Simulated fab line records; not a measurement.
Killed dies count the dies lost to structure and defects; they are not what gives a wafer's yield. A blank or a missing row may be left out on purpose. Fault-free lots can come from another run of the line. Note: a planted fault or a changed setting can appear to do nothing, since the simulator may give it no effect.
fab line records + flow n5Finfet
[record]
- lots = 6
- wafers = 18
- lastDay = 19
route steps=1938 shown HKMG_FIN@412
lots that met no fault: from a run of the same line without faults
startH: hours from the record's first day to the start of the lot's first wafer shown + waitH: hours elapsed since this lot's preceding step + " repeats the value in the row above + L1.1+2: one row covering several wafers at once + - value missing, or start not given + * or withheld: withheld + < > ~ a bound
route shown NAME@n: a module of which the file shows steps, and the number in the route of the first + usual: mean and standard deviation over wafers with no fault + same: alike in all rows + chamber/n: place in a boat + sites: each site's reading + _std_site: the values' standard deviation + _edge_site: the outer-site mean with the inner-site mean subtracted + radiusMm: how far each site lies from the wafer's centre + mask NAME#n: copy n + behind: tool/chamber where the wafer was last shaped + hold: reason for holding the lot/hours on hold/outcome of the hold + device: names the non-switching transistor (n, p or np) + end of line: at the end of the route, the tests of the same wafers + for a step that has no rows: nothing shown but its recipe + killed: at the first sort, the dies lost to defects and structure; wafer yield is something else + map: the dies of a wafer, with x for killed, . for not killed, _ for no die there
set.NAME: the setting as run; set.NAME@STEP: as run at that earlier step + model.NAME: the simulator's own value behind a step, which no gauge read
certain route steps with their lots: each step a table, each wafer a row
services: a tool's chamber out of use, with start hour (startH, from the record's first day; less than 0 if before it), hours out, and reason
[[steps]]
[step N5_HKMG_FIN_ALD_79]
[recipe]
- material = TiN
- targetThkA = 15
- tempC = 400
- aldPrecursorFamily = TiCl4
- aldCoReactant = NH3
- pulseTimeS = 1
- purgeTimeS = 3
- coReactantPurgeTimeS = 2
- coReactantPulseTimeS = 2
- aldCycles = 68
- pressureTorr = 3
[step N5_HKMG_FIN_CVD_62]
[recipe]
- material = a-Si
- targetThkA = 30
- tempC = 500
- precursor = Si2H6
- pressureTorr = 1
- timeS = 20.8
[usual]
- heaterPowerW = 1419/82
| lot.wafer | tool            | chamber | startH | waitH | heaterPowerW |
|-----------|-----------------|---------|--------|-------|--------------|
| L521.1    | thermalCvdSi-01 | 0       | 87.23  | 0.2   | 1288         |
| L521.4    | "               | 1       | "      | "     | 1461         |
| L521.6    | "               | 0       | "      | "     | 1289         |
| L522.1    | thermalCvdSi-02 | 0       | 91.37  | 0.2   | 1341         |
| L522.3    | "               | 1       | "      | "     | 1527         |
| L522.5    | "               | 1       | "      | "     | 1494         |
| L525.2    | thermalCvdSi-01 | 1       | 111.29 | 0.2   | 1498         |
| L525.5    | "               | 0       | "      | "     | 1290         |
| L525.6    | "               | 2       | "      | "     | 1333         |
| L533.3    | thermalCvdSi-01 | 0       | 154.71 | 0.2   | 1323         |
| L533.4    | "               | 2       | "      | "     | 1374         |
| L533.6    | "               | 1       | "      | "     | 1496         |
| L540.2    | thermalCvdSi-02 | 0       | 197.98 | 0.2   | 1346         |
| L540.5    | "               | 0       | "      | "     | 1386         |
| L540.6    | "               | 1       | "      | "     | 1545         |
| L542.2    | thermalCvdSi-02 | 0       | 211.85 | 0.2   | 1372         |
| L542.4    | "               | 0       | "      | "     | 1383         |
| L542.5    | "               | 1       | "      | "     | 1497         |
[step N5_HKMG_FIN_RTA_80]
[recipe]
- tempC = withheld
- timeS = 2
- ambient = N2
- idleTempC = 600
- rampUpCPerS = 150
- rampDownCPerS = 60
- coolToC = 600
[step N5_HKMG_FIN_PRECLEAN_64]
[recipe]
- chemistry = dHF
- timeS = 30
- tempC = 25
- dilution = withheld
[step N5_HKMG_FIN_WET_ETCH_65]
[recipe]
- chemistry = TMAH
- tempC = 70
- concWtPct = 5
- target = a-Si
- stopOn = TiN
- timeS = 49
- targetDepthNm = 3
[step N5_HKMG_FIN_WET_ETCH_81]
[recipe]
- chemistry = SC1
- target = TiN
- stopOn = HfO2
- mix = 1:1:5
- tempC = 60
- timeS = 57
- targetDepthNm = 6
[step N5_HKMG_FIN_WET_ETCH_82]
[recipe]
- chemistry = dHCl
- mix = 1:10000
- tempC = 25
- target = La2O3
- stopOn = HfO2
- targetDepthNm = 2
- dry = ipaMarangoni
- rinseTimeS = 30
- rinseTempC = 23
[step N5_HKMG_FIN_ALD_36]
[recipe]
- material = TiN
- targetThkA = 10
- tempC = 400
- aldPrecursorFamily = TiCl4
- aldCoReactant = NH3
- pulseTimeS = 1
- purgeTimeS = 3
- coReactantPurgeTimeS = 2
- coReactantPulseTimeS = 2
- aldCycles = 47
- pressureTorr = 3
[usual]
- heaterPowerW = 904/76
- precursorPulseHeightRel = 1.002/0.02
[same]
- coReactantPulseTimeS = 2
| lot.wafer | tool        | chamber | startH | waitH | heaterPowerW | precursorPulseHeightRel |
|-----------|-------------|---------|--------|-------|--------------|-------------------------|
| L521.1    | aldMetal-03 | 0       | 87.64  | 0.0   | 771          | 0.980                   |
| L521.4    | "           | 3       | "      | "     | 879          | 1.005                   |
| L521.6    | "           | 0       | "      | "     | 760          | 0.973                   |
| L522.1    | aldMetal-03 | 1       | 91.83  | 0.0   | 981          | 0.984                   |
| L522.3    | "           | 0       | "      | "     | 761          | 0.998                   |
| L522.5    | "           | 2       | "      | "     | 959          | 1.025                   |
| L525.2    | aldMetal-01 | 3       | 111.69 | 0.0   | 845          | 0.980                   |
| L525.5    | "           | 2       | "      | "     | 973          | 1.021                   |
| L525.6    | "           | 3       | "      | "     | 832          | 1.010                   |
| L533.3    | aldMetal-04 | 2       | 155.17 | 0.0   | 919          | 0.982                   |
| L533.4    | "           | 1       | "      | "     | 962          | 0.989                   |
| L533.6    | "           | 1       | "      | "     | 963          | 1.009                   |
| L540.2    | aldMetal-01 | 2       | 198.43 | 0.0   | 968          | 1.004                   |
| L540.5    | "           | 1       | "      | "     | 945          | 1.012                   |
| L540.6    | "           | 0       | "      | "     | 1071         | 1.025                   |
| L542.2    | aldMetal-04 | 3       | 212.30 | 0.0   | 778          | 1.031                   |
| L542.4    | "           | 0       | "      | "     | 899          | 0.999                   |
| L542.5    | "           | 3       | "      | "     | 790          | 1.027                   |
[step N5_HKMG_FIN_THK_MEAS_70]
[recipe]
- thkMeasGauge = xrf
- reads = HfO2_of_HKMG_FIN_HK_ALD_01
[usual]
- HK_THK = 1.589/0.019
| lot.wafer | tool         | chamber | startH | waitH | HK_THK[nm] |
|-----------|--------------|---------|--------|-------|------------|
| L521.1    | filmMetro-01 | -       | 87.92  | 0.2   | 1.597      |
| L521.4    | "            | -       | "      | "     | 1.589      |
| L521.6    | "            | -       | "      | "     | 1.589      |
| L522.1    | filmMetro-02 | -       | 92.11  | 0.2   | 1.579      |
| L522.3    | "            | -       | "      | "     | 1.597      |
| L522.5    | "            | -       | "      | "     | 1.583      |
| L525.2    | filmMetro-01 | -       | 111.97 | 0.2   | 1.578      |
| L525.5    | "            | -       | "      | "     | 1.611      |
| L525.6    | "            | -       | "      | "     | 1.596      |
| L533.3    | filmMetro-02 | -       | 155.45 | 0.2   | 1.567      |
| L533.4    | "            | -       | "      | "     | 1.622      |
| L533.6    | "            | -       | "      | "     | 1.632      |
| L540.2    | filmMetro-02 | -       | 198.71 | 0.2   | 1.595      |
| L540.5    | "            | -       | "      | "     | 1.608      |
| L540.6    | "            | -       | "      | "     | 1.587      |
| L542.2    | filmMetro-02 | -       | 212.58 | 0.2   | 1.595      |
| L542.4    | "            | -       | "      | "     | 1.573      |
| L542.5    | "            | -       | "      | "     | 1.595      |
[step N5_HKMG_FIN_PWFM_ALD_03]
[recipe]
- material = TiN
- targetThkA = 20
- tempC = 400
- aldPrecursorFamily = TiCl4
- aldCoReactant = NH3
- pulseTimeS = 1
- purgeTimeS = 3
- coReactantPurgeTimeS = 2
- coReactantPulseTimeS = 2
- aldCycles = 91
- pressureTorr = 3
[usual]
- heaterPowerW = 909/76
- precursorPulseHeightRel = 1.003/0.017
[same]
- coReactantPulseTimeS = 2
| lot.wafer | tool        | chamber | startH | waitH | heaterPowerW | precursorPulseHeightRel |
|-----------|-------------|---------|--------|-------|--------------|-------------------------|
| L521.1    | aldMetal-01 | 3       | 87.96  | 0.0   | 838          | 0.979                   |
| L521.4    | "           | 3       | "      | "     | 824          | 1.030                   |
| L521.6    | "           | 1       | "      | "     | 945          | 1.035                   |
| L522.1    | aldMetal-01 | 1       | 92.15  | 0.0   | 945          | 1.008                   |
| L522.3    | "           | 2       | "      | "     | 1000         | 0.991                   |
| L522.5    | "           | 1       | "      | "     | 941          | 1.008                   |
| L525.2    | aldMetal-04 | 2       | 112.01 | 0.0   | 892          | 1.013                   |
| L525.5    | "           | 3       | "      | "     | 781          | 0.976                   |
| L525.6    | "           | 2       | "      | "     | 917          | 0.993                   |
| L533.3    | aldMetal-04 | 1       | 155.49 | 0.0   | 954          | 1.008                   |
| L533.4    | "           | 3       | "      | "     | 795          | 1.013                   |
| L533.6    | "           | 1       | "      | "     | 958          | 0.998                   |
| L540.2    | aldMetal-03 | 3       | 198.75 | 0.0   | 866          | 0.990                   |
| L540.5    | "           | 1       | "      | "     | 938          | 0.985                   |
| L540.6    | "           | 2       | "      | "     | 958          | 1.002                   |
| L542.2    | aldMetal-03 | 0       | 212.62 | 0.0   | 760          | 1.001                   |
| L542.4    | "           | 2       | "      | "     | 957          | 1.001                   |
| L542.5    | "           | 3       | "      | "     | 876          | 1.007                   |
[step N5_HKMG_FIN_COAT_29]
[recipe]
- resist = SOC
- tempC = 250
- timeS = 60
- spinRpm = 1500
- resistThkNm = 300
[step N5_HKMG_FIN_COAT_30]
[recipe]
- resist = SiARC
- tempC = 220
- timeS = 60
- spinRpm = 1500
- resistThkNm = 35
[step N5_HKMG_FIN_COAT_06]
[recipe]
- resist = CAR-ArF
- spinRpm = 1500
- resistThkNm = 90
[usual]
- spinSpeedRpm = 1499.8/0.87
| lot.wafer | tool          | chamber | startH | waitH | spinSpeedRpm | model.CAR-ArF_of_HKMG_FIN_COAT_06.thkNm |
|-----------|---------------|---------|--------|-------|--------------|-----------------------------------------|
| L521.1    | lithoTrack-05 | 0       | 88.43  | -     | 1191.4       | 101.6                                   |
| L521.4    | "             | 0       | "      | "     | 1191.4       | 101                                     |
| L521.6    | "             | 0       | "      | "     | 1190.6       | 101.6                                   |
| L522.1    | lithoTrack-02 | 0       | 92.62  | -     | 1499.5       | 89.6                                    |
| L522.3    | "             | 0       | "      | "     | 1500.3       | 89.8                                    |
| L522.5    | "             | 0       | "      | "     | 1499.7       | 89.8                                    |
| L525.2    | lithoTrack-05 | 0       | 112.48 | -     | 1192.2       | 101.2                                   |
| L525.5    | "             | 0       | "      | "     | 1190.0       | 101.2                                   |
| L525.6    | "             | 0       | "      | "     | 1190.9       | 101.2                                   |
| L533.3    | lithoTrack-02 | 0       | 155.96 | -     | 1501.5       | 89.8                                    |
| L533.4    | "             | 0       | "      | "     | 1500.8       | 90                                      |
| L533.6    | "             | 0       | "      | "     | 1501.0       | 89.8                                    |
| L540.2    | lithoTrack-05 | 0       | 199.22 | -     | 1499.6       | 90.2                                    |
| L540.5    | "             | 0       | "      | "     | 1499.3       | 90.2                                    |
| L540.6    | "             | 0       | "      | "     | 1500.4       | 90                                      |
| L542.2    | lithoTrack-02 | 0       | 213.09 | -     | 1500.0       | 90                                      |
| L542.4    | "             | 0       | "      | "     | 1500.6       | 90.2                                    |
| L542.5    | "             | 0       | "      | "     | 1499.7       | 90                                      |
[step N5_HKMG_FIN_EBR_08]
[recipe]
- solvent = PGMEA
- ebrWidthMm = 1.5
[step N5_HKMG_FIN_SOFTBAKE_07]
[recipe]
- tempC = 110
- timeS = 60
- resist = CAR-ArF
[step N5_HKMG_FIN_EXPOSE_09]
[recipe]
- maskId = NWFM
- na = 1.35
- sourceShape = conventional
- sigmaOuter = 0.8
- polarization = unpolarized
- doseMj = 39.25
[step N5_HKMG_FIN_PEB_10]
[recipe]
- pebTempC = withheld
- pebTimeS = 60
- resist = CAR-ArF
[step N5_HKMG_FIN_DEVELOP_11]
[recipe]
- developTimeS = 30
- developer = TMAH
- resist = CAR-ArF
- devTempC = 23
- rinseLiquid = diw
- dry = airSpin
[step N5_HKMG_FIN_CD_MEAS_12]
[recipe]
- targetCdNm = 92.8
- landingEnergyEv = 500
- detector = seInlens
[usual]
- cdNm = 92.5/0.64
| lot.wafer | tool     | chamber | startH | waitH | cdNm |
|-----------|----------|---------|--------|-------|------|
| L521.1    | cdSem-01 | 0       | 88.79  | -     | 91.6 |
| L521.4    | "        | 0       | "      | "     | 92.1 |
| L521.6    | "        | 0       | "      | "     | 91.4 |
| L522.1    | cdSem-03 | 0       | 92.86  | -     | 91.9 |
| L522.3    | "        | 0       | "      | "     | 91.1 |
| L522.5    | "        | 0       | "      | "     | 92.6 |
| L525.2    | cdSem-01 | 0       | 112.72 | -     | 91.5 |
| L525.5    | "        | 0       | "      | "     | 93.0 |
| L525.6    | "        | 0       | "      | "     | 91.5 |
| L533.3    | cdSem-02 | 0       | 156.20 | -     | 91.8 |
| L533.4    | "        | 0       | "      | "     | 91.5 |
| L533.6    | "        | 0       | "      | "     | 92.2 |
| L540.2    | cdSem-01 | 0       | 199.46 | -     | 92.4 |
| L540.5    | "        | 0       | "      | "     | 92.6 |
| L540.6    | "        | 0       | "      | "     | 92.0 |
| L542.2    | cdSem-01 | 0       | 213.46 | -     | 92.8 |
| L542.4    | "        | 0       | "      | "     | 92.6 |
| L542.5    | "        | 0       | "      | "     | 92.5 |
[step N5_HKMG_FIN_OVL_MEAS_13]
[recipe]
- pointsPerWafer = 44
[usual]
- NWFM_OVL = 0.3/0.76
| lot.wafer | tool       | chamber | startH | waitH | NWFM_OVL[nm] |
|-----------|------------|---------|--------|-------|--------------|
| L521.1    | overlay-01 | 0       | 88.82  | 0.0   | 0.3          |
| L521.4    | "          | 0       | "      | "     | 1.2          |
| L521.6    | "          | 0       | "      | "     | 0.8          |
| L522.1    | overlay-01 | 0       | 92.89  | 0.0   | 0.1          |
| L522.3    | "          | 0       | "      | "     | -0.1         |
| L522.5    | "          | 0       | "      | "     | -1.2         |
| L525.2    | overlay-01 | 0       | 112.75 | 0.0   | 1.8          |
| L525.5    | "          | 0       | "      | "     | 0.8          |
| L525.6    | "          | 0       | "      | "     | 1.5          |
| L533.3    | overlay-02 | 0       | 156.23 | 0.0   | -0.7         |
| L533.4    | "          | 0       | "      | "     | 0.0          |
| L533.6    | "          | 0       | "      | "     | 0.9          |
| L540.2    | overlay-01 | 0       | 199.49 | 0.0   | 0.2          |
| L540.5    | "          | 0       | "      | "     | -0.3         |
| L540.6    | "          | 0       | "      | "     | -0.3         |
| L542.2    | overlay-02 | 0       | 213.48 | 0.0   | 0.1          |
| L542.4    | "          | 0       | "      | "     | 0.4          |
| L542.5    | "          | 0       | "      | "     | -0.3         |
[step N5_HKMG_FIN_INSPECT_14]
[recipe]
- mode = adi
- inspectInstrument = macro
[usual]
- rawDefectCount = 2.1/1.6
| lot.wafer | tool             | chamber | startH | waitH | rawDefectCount |
|-----------|------------------|---------|--------|-------|----------------|
| L521.1    | defectInspect-02 | -       | 88.85  | 0.0   | 1              |
| L521.4    | "                | -       | "      | "     | 1              |
| L521.6    | "                | -       | "      | "     | 5              |
| L522.1    | defectInspect-01 | -       | 92.91  | 0.0   | 2              |
| L522.3    | "                | -       | "      | "     | 2              |
| L522.5    | "                | -       | "      | "     | 6              |
| L525.2    | defectInspect-01 | -       | 112.77 | 0.0   | 0              |
| L525.5    | "                | -       | "      | "     | 3              |
| L525.6    | "                | -       | "      | "     | 2              |
| L533.3    | defectInspect-02 | -       | 156.25 | 0.0   | 1              |
| L533.4    | "                | -       | "      | "     | 1              |
| L533.6    | "                | -       | "      | "     | 1              |
| L540.2    | defectInspect-01 | -       | 199.51 | 0.0   | 1              |
| L540.5    | "                | -       | "      | "     | 1              |
| L540.6    | "                | -       | "      | "     | 1              |
| L542.2    | defectInspect-02 | -       | 213.51 | 0.0   | 3              |
| L542.4    | "                | -       | "      | "     | 0              |
| L542.5    | "                | -       | "      | "     | 2              |
[step N5_HKMG_FIN_DESCUM_17]
[recipe]
- chemistry = O2
- timeS = 7.9
- sourcePowerW = 50
- biasPowerW = 20
- pressureMtorr = 20
- rfFrequencyHz = 2.712e+07
- tempC = 40
- resist = CAR-ArF
- o2FlowSccm = 225
[usual]
- biasPowerW = 20.00/0.053
- drypumpMotorCurrentA = 5.8/0.37
- o2FlowSccm = 225.0/0.7
- oesProductAu = 0.82/0.1
- rfVppV = 243.2/1.6
- showerheadPlenumPTorr = 2.10/0.099
- throttleValvePct = 20.46/0.22
| lot.wafer | tool       | chamber | startH | waitH | biasPowerW | drypumpMotorCurrentA | o2FlowSccm | oesProductAu | rfHoursCounterH | rfVppV | showerheadPlenumPTorr | throttleValvePct |
|-----------|------------|---------|--------|-------|------------|----------------------|------------|--------------|-----------------|--------|-----------------------|------------------|
| L521.1    | rieDiel-05 | 2       | 88.88  | 0.0   | 20.12      | 5.6                  | 224.8      | 0.91         | 20              | 244.1  | 2.24                  | 20.38            |
| L521.4    | "          | 1       | "      | "     | 19.98      | 5.5                  | 224.8      | 0.67         | 237             | 241.8  | 2.05                  | 20.63            |
| L521.6    | "          | 2       | "      | "     | 19.99      | 5.6                  | 224.4      | 0.91         | -               | 245.2  | 2.24                  | 20.37            |
| L522.1    | rieDiel-05 | 3       | 92.98  | 0.1   | 19.98      | 5.5                  | 224.1      | 0.71         | 208             | 244.1  | 2.16                  | 20.60            |
| L522.3    | "          | 2       | "      | "     | 19.97      | 5.6                  | 225.7      | 0.90         | 22              | 245.2  | 2.24                  | 20.36            |
| L522.5    | "          | 2       | "      | "     | 20.03      | 5.6                  | 224.0      | 0.91         | -               | 244.6  | 2.24                  | 20.37            |
| L525.2    | rieDiel-03 | 3       | 112.81 | 0.0   | 19.97      | 6.4                  | 225.5      | 0.73         | 161             | 244.7  | 2.10                  | 20.31            |
| L525.5    | "          | 2       | "      | "     | 19.99      | 5.6                  | 223.7      | 0.71         | -               | 240.0  | 2.01                  | 20.77            |
| L525.6    | "          | 1       | "      | "     | 19.96      | 5.4                  | 225.0      | 0.92         | -               | 244.6  | 2.22                  | 20.37            |
| L533.3    | rieDiel-05 | 3       | 156.29 | 0.0   | 20.07      | 5.5                  | 225.2      | 0.69         | 232             | 243.5  | 2.15                  | 20.62            |
| L533.4    | "          | 2       | "      | "     | 19.91      | 5.6                  | 225.3      | 0.85         | 46              | 246.3  | 2.23                  | 20.41            |
| L533.6    | "          | 2       | "      | "     | 19.90      | 5.6                  | 226.7      | 0.86         | -               | 245.4  | 2.23                  | 20.42            |
| L540.2    | rieDiel-01 | 1       | 199.55 | 0.0   | 20.05      | 5.8                  | 224.5      | 0.87         | 65              | 241.2  | 2.06                  | 20.41            |
| L540.5    | "          | 0       | "      | "     | 19.98      | 5.6                  | 225.4      | 0.87         | -               | 242.2  | 2.03                  | 20.28            |
| L540.6    | "          | 1       | "      | "     | 19.97      | 5.8                  | 225.4      | 0.86         | -               | 242.1  | 2.06                  | 20.42            |
| L542.2    | rieDiel-05 | 2       | 213.80 | 0.3   | 19.98      | 5.6                  | 225.2      | 0.82         | 67              | 246.0  | 2.22                  | 20.45            |
| L542.4    | "          | 2       | "      | "     | 20.10      | 5.7                  | 225.6      | 0.82         | -               | 245.2  | 2.22                  | 20.46            |
| L542.5    | "          | 0       | "      | "     | 19.92      | 5.6                  | 225.3      | 0.77         | -               | 240.1  | 1.94                  | 20.81            |
[step N5_HKMG_FIN_ETCH_31]
[recipe]
- chemistry = CF4
- target = SiARC
- targetDepthA = 455
- maskMaterial = CAR-ArF
- timeS = 75.8
- ionEnergyEv = 80
- pressureMtorr = 40
- sourceW = 545
- biasW = 36
- Ar_flow_sccm = 100
- cf4FlowSccm = 100
- ends = cleared
[usual]
- cf4FlowSccm = 100.0/0.31
- drypumpMotorCurrentA = 5.7/0.37
- etchRfOnTimeS = 75.2/2
- oesProductAu = 0.71/0.087
- rfVppV = 184.0/1.5
- showerheadPlenumPTorr = 2.15/0.1
- throttleValvePct = 15.60/0.22
| lot.wafer | tool       | chamber | startH | waitH | cf4FlowSccm | drypumpMotorCurrentA | etchRfOnTimeS | oesProductAu | rfHoursCounterH | rfVppV | showerheadPlenumPTorr | throttleValvePct | model.CAR-ArF_of_HKMG_FIN_COAT_06.thkNm |
|-----------|------------|---------|--------|-------|-------------|----------------------|---------------|--------------|-----------------|--------|-----------------------|------------------|-----------------------------------------|
| L521.1    | rieDiel-05 | 2       | 88.92  | 0.0   | 99.9        | 5.6                  | 76.8          | 0.77         | 20              | 185.2  | 2.27                  | 15.38            | 62.4                                    |
| L521.4    | "          | 1       | "      | "     | 100.3       | 5.5                  | 78.2          | 0.57         | 237             | 183.3  | 2.12                  | 15.92            | 61.8                                    |
| L521.6    | "          | 2       | "      | "     | 100.0       | 5.6                  | 76.8          | 0.77         | -               | 185.3  | 2.27                  | 15.40            | 62.2                                    |
| L522.1    | rieDiel-05 | 3       | 93.02  | 0.0   | 99.9        | 5.5                  | 73.2          | 0.62         | 208             | 183.5  | 2.22                  | 15.91            | 50.4                                    |
| L522.3    | "          | 2       | "      | "     | 99.8        | 5.6                  | 77.4          | 0.77         | 22              | 186.2  | 2.27                  | 15.38            | 50.6                                    |
| L522.5    | "          | 2       | "      | "     | 99.5        | 5.6                  | 76.6          | 0.77         | -               | 185.6  | 2.27                  | 15.38            | 50.8                                    |
| L525.2    | rieDiel-03 | 3       | 112.84 | 0.0   | 100.2       | 6.5                  | 75.9          | 0.63         | 161             | 182.7  | 2.13                  | 15.43            | 62                                      |
| L525.5    | "          | 2       | "      | "     | 99.9        | 5.6                  | 78.7          | 0.59         | -               | 182.1  | 2.03                  | 15.82            | 62                                      |
| L525.6    | "          | 1       | "      | "     | 99.6        | 5.4                  | 74.1          | 0.79         | -               | 186.5  | 2.26                  | 15.44            | 62                                      |
| L533.3    | rieDiel-05 | 3       | 156.32 | 0.0   | 100.6       | 5.5                  | 72.9          | 0.60         | 232             | 183.5  | 2.21                  | 15.96            | 50.6                                    |
| L533.4    | "          | 2       | "      | "     | 100.4       | 5.6                  | 76.3          | 0.74         | 46              | 184.8  | 2.26                  | 15.44            | 50.8                                    |
| L533.6    | "          | 2       | "      | "     | 100.7       | 5.6                  | 75.9          | 0.74         | -               | 185.1  | 2.26                  | 15.45            | 50.8                                    |
| L540.2    | rieDiel-01 | 1       | 199.58 | 0.0   | 99.8        | 5.8                  | 73.0          | 0.76         | 65              | 183.8  | 2.10                  | 15.44            | 50.8                                    |
| L540.5    | "          | 0       | "      | "     | 99.9        | 5.6                  | 77.1          | 0.75         | -               | 182.6  | 2.10                  | 15.50            | 51                                      |
| L540.6    | "          | 1       | "      | "     | 99.8        | 5.8                  | 73.1          | 0.75         | -               | 182.9  | 2.10                  | 15.45            | 50.6                                    |
| L542.2    | rieDiel-05 | 2       | 213.84 | 0.0   | 100.1       | 5.7                  | 77.3          | 0.70         | 67              | 184.3  | 2.25                  | 15.49            | 50.8                                    |
| L542.4    | "          | 2       | "      | "     | 99.7        | 5.6                  | 77.1          | 0.71         | -               | 182.4  | 2.25                  | 15.49            | 51                                      |
| L542.5    | "          | 0       | "      | "     | 100.2       | 5.6                  | 76.7          | 0.66         | -               | 180.1  | 1.97                  | 15.86            | 50.8                                    |
[step N5_HKMG_FIN_ETCH_32]
[recipe]
- chemistry = N2/H2
- target = SOC
- targetDepthA = 2400
- tempC = 40
- timeS = 300
- ionEnergyEv = 200
- maskMaterial = SiARC
- pressureMtorr = 30
- sourceW = 840
- biasW = 150
- n2FlowSccm = 200
- h2FlowSccm = 200
[usual]
- drypumpMotorCurrentA = 5.8/0.37
- oesProductAu = 0.83/0.1
- rfVppV = 524/3.4
- showerheadPlenumPTorr = 2.55/0.12
- throttleValvePct = 17.85/0.24
| lot.wafer | tool       | chamber | startH | waitH | drypumpMotorCurrentA | oesProductAu | rfHoursCounterH | rfVppV | showerheadPlenumPTorr | throttleValvePct |
|-----------|------------|---------|--------|-------|----------------------|--------------|-----------------|--------|-----------------------|------------------|
| L521.1    | rieDiel-05 | 2       | 88.97  | 0.0   | 5.7                  | 0.91         | 20              | 528    | 2.69                  | 17.57            |
| L521.4    | "          | 1       | "      | "     | 5.6                  | 0.67         | 237             | 522    | 2.51                  | 18.19            |
| L521.6    | "          | 2       | "      | "     | 5.7                  | 0.90         | -               | 527    | 2.69                  | 17.56            |
| L522.1    | rieDiel-05 | 3       | 93.08  | 0.0   | 5.5                  | 0.73         | 209             | 526    | 2.64                  | 18.01            |
| L522.3    | "          | 2       | "      | "     | 5.6                  | 0.91         | 22              | 528    | 2.68                  | 17.58            |
| L522.5    | "          | 2       | "      | "     | 5.7                  | 0.91         | -               | 528    | 2.68                  | 17.58            |
| L525.2    | rieDiel-03 | 3       | 112.90 | 0.0   | 6.5                  | 0.74         | 161             | 524    | 2.52                  | 17.47            |
| L525.5    | "          | 2       | "      | "     | 5.7                  | 0.70         | -               | 520    | 2.43                  | 18.12            |
| L525.6    | "          | 1       | "      | "     | 5.4                  | 0.94         | -               | 528    | 2.73                  | 17.92            |
| L533.3    | rieDiel-05 | 3       | 156.38 | 0.0   | 5.5                  | 0.70         | 232             | 526    | 2.63                  | 18.08            |
| L533.4    | "          | 2       | "      | "     | 5.6                  | 0.85         | 46              | 528    | 2.67                  | 17.62            |
| L533.6    | "          | 2       | "      | "     | 5.7                  | 0.86         | -               | 528    | 2.67                  | 17.60            |
| L540.2    | rieDiel-01 | 1       | 199.64 | 0.0   | 5.8                  | 0.89         | 65              | 522    | 2.49                  | 17.86            |
| L540.5    | "          | 0       | "      | "     | 5.6                  | 0.87         | -               | 522    | 2.49                  | 17.80            |
| L540.6    | "          | 1       | "      | "     | 5.8                  | 0.89         | -               | 523    | 2.49                  | 17.85            |
| L542.2    | rieDiel-05 | 2       | 213.89 | 0.0   | 5.7                  | 0.83         | 67              | 527    | 2.66                  | 17.63            |
| L542.4    | "          | 2       | "      | "     | 5.7                  | 0.83         | -               | 528    | 2.66                  | 17.64            |
| L542.5    | "          | 0       | "      | "     | 5.5                  | 0.77         | -               | 519    | 2.36                  | 18.26            |
[[services]]
| tool            | chamber | startH | hours | kind                         |
|-----------------|---------|--------|-------|------------------------------|
| aldMetal-03     | -       | 72.67  | 2.8   | pm                           |
| rieDiel-01      | 3       | 80.59  | -     | clean                        |
| rieDiel-01      | 3       | 80.59  | -     | consumableReplace:focusRing  |
| rieDiel-01      | 3       | 80.59  | -     | consumableReplace:showerhead |
| rieDiel-01      | 3       | 80.59  | 19.0  | scheduledDown                |
| rieDiel-01      | 3       | 80.59  | 19.0  | ventCycle                    |
| aldMetal-01     | 0       | 81.21  | 10.6  | repair                       |
| aldMetal-01     | 1       | 105.97 | 13.8  | repair                       |
| thermalCvdSi-01 | -       | 115.43 | 2.7   | repair                       |
| rieDiel-05      | 1       | 129.37 | -     | clean                        |
| rieDiel-05      | 1       | 129.37 | -     | consumableReplace:focusRing  |
| rieDiel-05      | 1       | 129.37 | 22.9  | scheduledDown                |
| rieDiel-05      | 1       | 129.37 | 22.9  | ventCycle                    |
| rieDiel-03      | 2       | 165.53 | 5.8   | repair                       |
| aldMetal-01     | 0       | 166.99 | 8.8   | repair                       |
| aldMetal-01     | -       | 177.04 | 14.6  | pm                           |
| thermalCvdSi-01 | 0       | 188.45 | 13.8  | repair                       |
| rieDiel-05      | 0       | 191.10 | 10.4  | repair                       |
| rieDiel-01      | 2       | 193.46 | 18.9  | repair                       |
| rieDiel-03      | 2       | 206.92 | 7.6   | repair                       |
| rieDiel-05      | 3       | 208.59 | -     | clean                        |
| rieDiel-05      | 3       | 208.59 | -     | consumableReplace:focusRing  |
| rieDiel-05      | 3       | 208.59 | 21.5  | scheduledDown                |
| rieDiel-05      | 3       | 208.59 | 21.5  | ventCycle                    |
[[key]]
[firstSign]
- step = N5_HKMG_FIN_COAT_06
- reading = spinSpeedRpm
- direction = down
- sigmas = 99+
- usual = *
- struck = *
effect none on later readings
[modelEffect]
- step = N5_HKMG_FIN_COAT_06
- value = CAR-ArF_of_HKMG_FIN_COAT_06.thkNm
- without = 90.27
- struck = 101.3
[modelEffect]
- step = N5_HKMG_FIN_ETCH_31
- value = CAR-ArF_of_HKMG_FIN_COAT_06.thkNm
- without = 51.07
- struck = 62.07
metAt N5_HKMG_FIN_COAT_06
struckWafers L521.1,L521.4,L521.6,L525.2,L525.5,L525.6
testerLeftOut L521,L525
[fault]
- kind = processParameterDrift
- tool = lithoTrack-05
- chamber = -
- onsetH = 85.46
- steps = N5_HKMG_FIN_COAT_06
- channel = spinRpm
- offset = *
- shape = step
- endH = 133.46
- actsIn = *
- stated = *
// testerLeftOut: of these lots the tester's yield and bins aren't shown, on N5 and GAA mostly nor the transistor test; their killed dies are dies lost to structure and defects alone, not to doping, threshold or leakage, so they don't give the yield
